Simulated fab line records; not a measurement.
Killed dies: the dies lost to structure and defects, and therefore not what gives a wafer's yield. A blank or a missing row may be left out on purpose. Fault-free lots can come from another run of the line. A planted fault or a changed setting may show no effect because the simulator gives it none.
fab line records -- flow nandHarc
record lots=6, wafers=18, lastDay=33
route steps=1302 shown A_SLIT@942 A_SIN_REMOVE@947 A_WL_FILL@952 END@1302
lots untouched by any fault: they come from a run of this same line in which no faults occurred
startH: hours from the record's first day to the start of the lot's first wafer shown -- waitH: hours since the lot's step before -- " same as the row above -- L1.1+2: one row covering several wafers at once -- - no value, or no start was given -- * or withheld: withheld -- < > ~ a bound
route shown NAME@n: a module of which the file shows steps, and the number in the route of the first -- usual: average and standard deviation across the fault-free wafers -- same: alike in all rows -- chamber/n: place in a boat -- sites: readings site by site -- _std_site: the standard deviation of these -- _edge_site: outer sites' mean less inner sites' -- radiusMm: how far each site lies from the wafer's centre -- mask NAME#n: copy n -- behind: the most recent tool/chamber to have shaped the wafer -- hold: why the lot was held/for how many hours/how that ended -- device: the n, p or np transistor that did not switch -- end of line: the route-end tests of the same wafers -- where a step has no rows: the recipe by itself -- killed: count of dies lost to structure and defects at first sort (not the wafer's yield) -- map: shows each die of a wafer: x if killed, . if not, _ if none is there
set.NAME: the setting the step ran with; set.NAME@STEP: the setting that earlier step ran with -- model.NAME: the simulator's own value behind a step, which no gauge read
lots seen at some steps along the route; tables by step, rows by wafer
services: the hour from which a tool's chamber was out of use, counted from the record's first day as startH (under 0 if before that day), plus the number of hours and why
## steps
# step NHARC_A_SLIT_ETCH_29
# recipe targetDepthA=1000, overetchA=100, timeS=55, ionEnergyEv=100, cf4FlowSccm=80, o2FlowSccm=20, arFlowSccm=0, rfW=300, biasW=100, chemistry=CF4/O2
# usual drypumpMotorCurrentA=5.8/0.41, oesProductAu=1.005/0.01, rfFwdPowerW=296.9/1.3, rfVppV=197.6/1.5, showerheadPlenumPTorr=1.33/0.056, throttleValvePct=13.398/0.01
lot.wafer,tool,chamber,startH,waitH,drypumpMotorCurrentA,oesProductAu,rfFwdPowerW,rfHoursCounterH,rfVppV,showerheadPlenumPTorr,throttleValvePct
L434.2,rieDiel-06,2,483.31,0.1,6.1,0.990,298.1,11,196.7,1.26,13.398
L434.4,rieDiel-06,0,483.31,0.1,5.3,1.001,295.6,11,197.8,1.31,13.393
L434.6,rieDiel-06,3,483.31,0.1,5.9,0.990,297.1,-,196.1,1.29,13.387
L443.1,rieDiel-10,3,564.77,0.1,5.5,1.003,297.3,8,199.2,1.41,13.419
L443.4,rieDiel-10,2,564.77,0.1,5.7,0.997,297.7,8,199.5,1.36,13.399
L443.6,rieDiel-10,0,564.77,0.1,6.3,0.991,297.7,-,198.9,1.39,13.399
L450.3,rieDiel-06,3,632.44,0.1,5.8,1.020,297.4,13,196.1,1.28,13.377
L450.4,rieDiel-06,1,632.44,0.1,6.2,1.012,295.6,12,198.9,1.37,13.390
L450.6,rieDiel-06,3,632.44,0.1,5.8,1.031,296.0,-,196.8,1.28,13.400
L451.2,rieDiel-10,2,640.97,0.1,5.7,1.014,297.7,1,198.3,1.36,13.410
L451.5,rieDiel-10,1,640.97,0.1,5.8,1.020,299.1,-,197.3,1.27,13.393
L451.6,rieDiel-10,2,640.97,0.1,5.7,1.011,297.8,-,199.4,1.36,13.407
L454.2,rieDiel-10,2,667.04,0.1,5.8,1.014,298.2,3,198.8,1.36,13.407
L454.3,rieDiel-10,0,667.04,0.1,6.4,1.005,297.5,2,198.1,1.39,13.398
L454.6,rieDiel-10,3,667.04,0.1,5.5,1.018,295.4,-,199.3,1.41,13.388
L455.4,rieDiel-06,3,687.24,0.1,5.9,1.000,294.6,1,196.6,1.28,13.389
L455.6,rieDiel-06,1,687.24,0.1,6.3,0.998,295.1,-,199.7,1.37,13.397
L455.5,rieDiel-06,2,687.24,0.1,6.1,1.003,297.1,-,196.6,1.25,13.398
# step NHARC_A_SLIT_STRIP_18
# recipe o2FlowSccm=500, arFlowSccm=0, biasW=0, chemistry=O2
# usual drypumpMotorCurrentA=5.8/0.43, oesProductAu=1.003/0.01, rfVppV=57.8/0.83, showerheadPlenumPTorr=3.52/0.14, throttleValvePct=17.037/0.0087
lot.wafer,tool,chamber,startH,waitH,drypumpMotorCurrentA,oesProductAu,rfHoursCounterH,rfVppV,showerheadPlenumPTorr,throttleValvePct
L434.2,rieDiel-06,2,-,-,6.1,0.989,11,57.4,3.33,17.041
L434.4,rieDiel-06,3,-,-,5.9,0.997,12,57.6,3.41,17.044
L434.6,rieDiel-06,1,-,-,6.2,0.994,-,58.6,3.62,17.052
L443.4,rieDiel-10,2,-,-,5.7,0.987,8,57.7,3.59,17.034
L443.1,rieDiel-10,0,-,-,6.4,0.992,7,57.2,3.66,17.015
L443.6,rieDiel-10,2,-,-,5.7,0.996,-,57.6,3.59,17.050
L450.3,rieDiel-06,0,-,-,5.3,0.992,13,57.6,3.45,17.032
L450.4,rieDiel-06,1,-,-,6.3,1.009,12,58.4,3.62,17.027
L450.6,rieDiel-06,1,-,-,6.3,0.995,-,57.0,3.62,17.023
L451.2,rieDiel-10,3,-,-,5.5,1.012,1,58.1,3.72,17.048
L451.5,rieDiel-10,1,-,-,5.8,1.006,-,56.2,3.36,17.021
L451.6,rieDiel-10,2,-,-,5.8,1.009,-,57.7,3.59,17.038
L454.3,rieDiel-10,1,-,-,5.8,1.015,3,58.8,3.36,17.046
L454.2,rieDiel-10,3,-,-,5.5,1.016,3,57.2,3.72,17.041
L454.6,rieDiel-10,1,-,-,5.8,1.005,-,56.6,3.36,17.031
L455.4,rieDiel-06,3,-,-,5.9,1.006,1,57.5,3.40,17.049
L455.5,rieDiel-06,0,-,-,5.3,1.003,-,57.2,3.45,17.041
L455.6,rieDiel-06,1,-,-,6.3,0.992,-,56.6,3.61,17.045
# step NHARC_A_SLIT_PRECLEAN_19
# recipe timeS=*, tempC=50, bathAgeMin=0, chemistry=SC1
# step NHARC_A_SLIT_SRD_20
# step NHARC_A_SLIT_CD_MEAS_21
# usual cdNm=289.6/0.9
lot.wafer,tool,chamber,startH,waitH,cdNm
L434.2,cdSem-03,-,483.85,-,290.9
L434.4,cdSem-03,-,483.85,-,291.2
L434.6,cdSem-03,-,483.85,-,290.4
L443.1,cdSem-02,-,565.30,-,288.7
L443.4,cdSem-02,-,565.30,-,288.7
L443.6,cdSem-02,-,565.30,-,289.8
L450.3,cdSem-01,-,632.98,-,289.6
L450.4,cdSem-01,-,632.98,-,288.5
L450.6,cdSem-01,-,632.98,-,289.3
L451.2,cdSem-01,-,641.57,-,289.5
L451.5,cdSem-01,-,641.57,-,288.8
L451.6,cdSem-01,-,641.57,-,289.6
L454.2,cdSem-01,-,667.58,-,290.8
L454.3,cdSem-01,-,667.58,-,290.4
L454.6,cdSem-01,-,667.58,-,290.0
L455.4,cdSem-01,-,687.77,-,292.0
L455.5,cdSem-01,-,687.77,-,291.6
L455.6,cdSem-01,-,687.77,-,291.9
# step NHARC_A_SIN_REMOVE_WET_00
# recipe tempC=160, timeS=15300, chemistry=H3PO4
# step NHARC_A_SIN_REMOVE_PRECLEAN_01
# recipe timeS=*, tempC=50, bathAgeMin=0, chemistry=SC1
# step NHARC_A_SIN_REMOVE_SRD_02
# step NHARC_A_SIN_REMOVE_INSPECT_04
# usual rawDefectCount=339/63
lot.wafer,tool,chamber,startH,waitH,rawDefectCount
L434.2,defectInspect-01,-,490.46,0.0,297
L434.4,defectInspect-01,-,490.46,0.0,340
L434.6,defectInspect-01,-,490.46,0.0,317
L443.1,defectInspect-02,-,571.91,0.0,360
L443.4,defectInspect-02,-,571.91,0.0,339
L443.6,defectInspect-02,-,571.91,0.0,376
L450.3,defectInspect-01,-,639.61,0.0,258
L450.4,defectInspect-01,-,639.61,0.0,287
L450.6,defectInspect-01,-,639.61,0.0,323
L451.2,defectInspect-02,-,648.22,0.0,318
L451.5,defectInspect-02,-,648.22,0.0,326
L451.6,defectInspect-02,-,648.22,0.0,371
L454.2,defectInspect-02,-,674.19,0.0,326
L454.3,defectInspect-02,-,674.19,0.0,300
L454.6,defectInspect-02,-,674.19,0.0,235
L455.4,defectInspect-02,-,694.38,0.0,324
L455.5,defectInspect-02,-,694.38,0.0,373
L455.6,defectInspect-02,-,694.38,0.0,417
# step NHARC_A_WL_FILL_ALD_00
# recipe targetThkA=30, pulseTimeS=3, aldCycles=30, tempC=300, material=Al2O3
# usual aldCycles=30/0, heaterPowerW=473/56, precursorPulseHeightRel=1.001/0.019
lot.wafer,tool,chamber,startH,waitH,aldCycles,heaterPowerW,precursorPulseHeightRel
L434.2,aldHk-03,1,490.58,0.1,30,499,0.998
L434.4,aldHk-03,2,490.58,0.1,30,391,0.985
L434.6,aldHk-03,0,490.58,0.1,30,447,1.015
L443.1,aldHk-02,2,572.00,0.1,30,442,1.007
L443.4,aldHk-02,0,572.00,0.1,30,402,1.001
L443.6,aldHk-02,2,572.00,0.1,30,458,1.021
L450.3,aldHk-03,0,639.69,0.1,30,462,1.008
L450.4,aldHk-03,2,639.69,0.1,30,403,1.008
L450.6,aldHk-03,3,639.69,0.1,30,512,1.009
L451.2,aldHk-02,2,648.31,0.1,30,442,1.007
L451.6,aldHk-02,1,648.31,0.1,30,461,1.013
L451.5,aldHk-02,2,648.31,0.1,30,438,0.999
L454.3,aldHk-02,0,675.05,0.9,30,408,0.994
L454.2,aldHk-02,1,675.05,0.9,30,464,1.016
L454.6,aldHk-02,2,675.05,0.9,30,449,1.024
L455.4,aldHk-01,1,694.47,0.1,30,465,0.995
L455.5,aldHk-01,0,694.47,0.1,30,569,0.959
L455.6,aldHk-01,1,694.47,0.1,30,463,1.012
# step NHARC_A_WL_FILL_RTA_01
# recipe tempC=1000, timeS=5
# usual lampPowerPct=30.1/1.6, wafer_temp_C_max=1003.7/0.8
lot.wafer,tool,chamber,startH,waitH,lampPowerPct,wafer_temp_C_max
L434.2,rtpAnneal-01,0,490.90,-,28.5,1002.6
L434.4,rtpAnneal-01,0,490.90,-,28.5,1003.1
L434.6,rtpAnneal-01,0,490.90,-,28.6,1003.0
L443.1,rtpAnneal-01,0,572.24,-,28.5,1003.7
L443.4,rtpAnneal-01,0,572.24,-,28.4,1003.0
L443.6,rtpAnneal-01,0,572.24,-,28.4,1002.8
L450.3,rtpAnneal-01,0,640.00,-,28.5,1003.1
L450.4,rtpAnneal-01,0,640.00,-,28.5,1004.6
L450.6,rtpAnneal-01,0,640.00,-,28.5,1003.0
L451.2,rtpAnneal-01,0,648.57,-,28.6,1003.3
L451.5,rtpAnneal-01,0,648.57,-,28.5,1003.6
L451.6,rtpAnneal-01,0,648.57,-,28.6,1003.6
L454.2,rtpAnneal-02,0,675.28,-,31.7,1003.7
L454.3,rtpAnneal-02,0,675.28,-,31.7,1005.3
L454.6,rtpAnneal-02,0,675.28,-,31.6,1003.7
L455.4,rtpAnneal-02,0,694.79,-,31.7,1003.5
L455.5,rtpAnneal-02,0,694.79,-,31.7,1005.3
L455.6,rtpAnneal-02,0,694.79,-,31.7,1004.0
# step NHARC_A_WL_FILL_ALD_02
# recipe targetThkA=20, pulseTimeS=3, aldCycles=100, tempC=450, material=TiN
# usual aldCycles=100/0, heaterPowerW=1108/88, precursorPulseHeightRel=0.999/0.02
lot.wafer,tool,chamber,startH,waitH,aldCycles,heaterPowerW,precursorPulseHeightRel
L434.2,aldMetal-03,1,491.19,0.3,100,1191,0.980
L434.4,aldMetal-03,3,491.19,0.3,100,994,1.021
L434.6,aldMetal-03,1,491.19,0.3,100,1147,0.983
L443.4,aldMetal-01,3,572.53,0.2,100,1155,0.990
L443.1,aldMetal-01,0,572.53,0.2,100,1313,0.971
L443.6,aldMetal-01,1,572.53,0.2,100,1088,0.981
L450.3,aldMetal-01,1,640.19,0.2,100,1076,1.019
L450.4,aldMetal-01,2,640.19,0.2,122,1152,0.997
L450.6,aldMetal-01,0,640.19,0.2,100,1326,0.995
L451.2,aldMetal-01,3,648.86,0.3,100,1153,0.954
L451.5,aldMetal-01,0,648.86,0.3,122,1325,1.024
L451.6,aldMetal-01,2,648.86,0.3,100,1167,1.002
L454.3,aldMetal-03,0,675.53,0.2,100,1053,1.008
L454.2,aldMetal-03,2,675.53,0.2,100,1031,1.004
L454.6,aldMetal-03,3,675.53,0.2,100,1112,1.043
L455.4,aldMetal-02,0,694.96,0.1,100,1148,1.007
L455.6,aldMetal-02,3,694.96,0.1,100,1081,0.989
L455.5,aldMetal-02,0,694.96,0.1,100,1122,1.038
# step NHARC_END_SORT_01
# recipe tempC=25
# usual killedAtArray=57/18, killedAtOther=0.9/1.3, killedAtPeriphery=3.5/2.2, killedDies=62/18, killedOpen=3.0/1.7, killedShort=2.3/1.5
# same grossDies=677
lot.wafer,tool,chamber,startH,waitH,killedAtArray,killedAtOther,killedAtPeriphery,killedDies,killedOpen,killedShort
L434.2,prober-02,0,592.01,2.8,75,3,0,78,4,1
L434.4,prober-02,0,593.60,3.4,68,1,5,74,3,3
L434.6,prober-02,0,595.19,4.0,69,0,5,74,2,2
L451.2,prober-02,0,741.52,2.8,74,0,5,79,3,6
L451.5,prober-02,0,743.92,3.7,83,1,2,86,6,0
L451.6,prober-02,0,744.72,4.0,61,2,3,66,5,2
# killed by level:class
L434.2 A_CHANNEL_HOLE_D1:chamberFilmFlake=33 A_SLIT:chamberFilmFlake=20 A_CHANNEL_HOLE_D2:chamberFilmFlake=4 A_STAIRCASE:chamberFilmFlake=4 A_BONDPAD:chamberFilmFlake=4 A_CHANNEL_FILL_D2:chamberFilmFlake=3 THIN_TSV:chamberFilmFlake=3 A_CHANNEL_FILL_D1:geometricParticle:open=1
L434.4 A_CHANNEL_HOLE_D1:chamberFilmFlake=29 A_SLIT:chamberFilmFlake=16 A_CHANNEL_HOLE_D2:chamberFilmFlake=6 A_STAIRCASE:chamberFilmFlake=5 A_CONTACT:chamberFilmFlake=3 A_CHANNEL_FILL_D2:chamberFilmFlake=3 P_ZERO_WELL:chamberFilmFlake=2 A_SGD_CUT:chamberFilmFlake=2
L434.6 A_CHANNEL_HOLE_D1:chamberFilmFlake=30 A_SLIT:chamberFilmFlake=25 A_CHANNEL_HOLE_D2:chamberFilmFlake=8 P_ZERO_WELL:chamberFilmFlake=2 A_STAIRCASE:chamberFilmFlake=2 P_M0:geometricParticle:short=1 P_M0:geometricParticle:open=1 A_CHANNEL_HOLE_D1:geometricParticle:open=1
L451.2 A_CHANNEL_HOLE_D1:chamberFilmFlake=29 A_CHANNEL_HOLE_D2:chamberFilmFlake=29 A_STAIRCASE:chamberFilmFlake=3 A_M1:chamberFilmFlake=3 A_DECK1_JOINT:geometricParticle:short=2 P_ZERO_WELL:chamberFilmFlake=2 P_M1:geometricParticle:open=1 P_M2:geometricParticle:open=1
L451.5 A_CHANNEL_HOLE_D1:chamberFilmFlake=32 A_CHANNEL_HOLE_D2:chamberFilmFlake=27 A_SLIT:chamberFilmFlake=6 A_M1:chamberFilmFlake=5 A_CHANNEL_FILL_D2:chamberFilmFlake=3 A_CHANNEL_FILL_D2:geometricParticle:open=2 P_ZERO_WELL:chamberFilmFlake=2 A_STAIRCASE:chamberFilmFlake=2
L451.6 A_CHANNEL_HOLE_D1:chamberFilmFlake=29 A_CHANNEL_HOLE_D2:chamberFilmFlake=13 A_SLIT:chamberFilmFlake=5 A_M1:chamberFilmFlake=3 P_ZERO_WELL:chamberFilmFlake=2 A_STAIRCASE:chamberFilmFlake=2 A_CONTACT:chamberFilmFlake=2 THIN_TSV:chamberFilmFlake=2
## services
tool,chamber,startH,hours,kind
rieDiel-06,0,463.32,-,clean
rieDiel-06,1,463.32,-,clean
aldHk-01,-,474.67,10.0,pm
aldMetal-01,-,479.95,0.8,repair
rieDiel-06,-,484.30,9.0,pm
aldMetal-03,0,490.71,4.7,repair
rieDiel-10,2,494.06,6.7,repair
rieDiel-06,2,500.82,45.8,repair
rieDiel-10,0,514.99,2.9,repair
rieDiel-06,-,524.58,0.4,repair
aldMetal-01,-,526.00,10.0,pm
aldHk-02,-,527.90,10.0,pm
aldMetal-03,-,568.00,10.0,pm
rieDiel-06,0,584.98,8.0,repair
aldMetal-01,2,594.13,10.5,repair
rieDiel-10,-,596.59,9.0,pm
aldMetal-02,-,610.10,10.0,pm
aldHk-02,-,618.12,0.9,repair
rieDiel-10,0,626.01,6.2,repair
aldMetal-03,-,629.36,1.0,repair
rieDiel-10,0,640.78,8.6,repair
aldHk-01,-,652.67,10.0,pm
rieDiel-06,-,661.30,9.0,pm
rieDiel-10,1,682.60,15.9,repair
## key
firstSign step=NHARC_A_WL_FILL_ALD_02, reading=aldCycles, direction=up, sigmas=99+, usual=100, struck=122
effect none on later readings
metAt NHARC_A_WL_FILL_ALD_02
struckWafers L450.4,L451.5
testerLeftOut L450,L451
onsetBetween 572.53 640.19
fault kind=processParameterDrift, tool=aldMetal-01, chamber=-, onsetH=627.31, steps=NHARC_A_WL_FILL_ALD_02, channel=aldCycles, offset=22, shape=step, endH=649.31, scope=struckWafersOnly, actsIn=theseRecipesOnly, stated=100
# testerLeftOut: of these lots the tester's yield and bins aren't shown, on N5 and GAA mostly nor the transistor test; their killed dies are dies lost to structure and defects alone, not to doping, threshold or leakage, so they don't give the yield
